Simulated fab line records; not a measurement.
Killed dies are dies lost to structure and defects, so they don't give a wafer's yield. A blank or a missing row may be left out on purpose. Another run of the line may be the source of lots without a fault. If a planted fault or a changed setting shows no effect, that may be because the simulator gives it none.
Problem report, 8D (eight disciplines) form, completed by code ; flow nand-harc ; the parts of the form that need people (team, actions taken, sign-off) are left out

== 1. THE PROBLEM ==
At NHARC_A_M0_SOFTBAKE_04, heater-power-total-W averages 193.83 W over 6 wafers from 2 lots, while fault-free wafers read 188.46 W, standard deviation 0.14. Measured from the usual mean, that is +38 standard deviations.
The step: time 55 s.
Earliest sighting: wafer L771.1 on litho-track-06 at day 24 03:00. The record holds 33 wafers of 11 lots with a number at this step. Rule for "out" (also "out of limits"): further than 4 standard deviations from the usual mean. Any other wafer with a number is counted as sound.

== 2. WHAT THIS IS AND IS NOT ==
question;is;is not
which readings at this step;heater-power-total-W;-
which lots;L771, L772;L759, L762, L763, L765, L766, L767, L770, L778, L781
which wafers of those lots;all that have a number;-
read on which tools;litho-track-06;litho-track-01, litho-track-04
when;from day 24 03:00;"up to then (18 sound wafers); but 9 sound wafers of L770, L778, L781 came after"

== 3. SUSPECTS, AND WHAT RULES EACH OUT ==
Counting: a tool at any process step up to the reading remains a suspect when it ran all the lots that are out and ran no sound lot after the first of those.
- ald-metal-01 at NHARC_A_CONTACT_ALD_18 (deposits TiN, target thk 3 nm, pulse time 1 s, ald cycles 150): kept. All lots that are out passed through it, beginning with L771 at day 22 07:48, and no sound lot followed; its final sound lot before that point was L767 at day 21 23:02.
- litho-track-06 at NHARC_A_M0_SOFTBAKE_04 (time 55 s): kept. All lots that are out passed through it, beginning with L771 at day 24 03:00, and no sound lot followed; its final sound lot before that point was L767 at day 23 22:00. Its own readings are out on those wafers: heater-power-total-W.
After counting, ald-metal-01 at NHARC_A_CONTACT_ALD_18 and litho-track-06 at NHARC_A_M0_SOFTBAKE_04 remain.

== 4. THE CAUSE (what the simulator had put in) ==
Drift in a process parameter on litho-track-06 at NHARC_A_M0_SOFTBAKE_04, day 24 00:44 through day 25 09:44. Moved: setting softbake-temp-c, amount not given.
This tool is one of the 2 suspects left after counting.

== 5. SEQUENCE OF EFFECTS, ordered by route ==
Each row: a reading whose mean over the struck wafers that have a number lies more than 3 standard deviations from the usual. Readings are gone through only where the record gives a usual standard deviation; hours: the median, over the lots, of the time from a lot's start at the first step in this table giving one to that lot's start at this step; sigmas: the change measured in usual standard deviations.
hours;step;reading;usual;on struck wafers;change;sigmas
0;NHARC_A_M0_SOFTBAKE_04;heater-power-total-W;188.46 W;193.83;+5.37;+38
Here are the process steps it includes:
- NHARC_A_M0_SOFTBAKE_04: time 55 s.

== 6. WHAT WOULD HAVE CAUGHT IT SOONER ==
In this record the first reading out of limits was taken at day 24 03:00, 2 hours after the fault began at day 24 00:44.
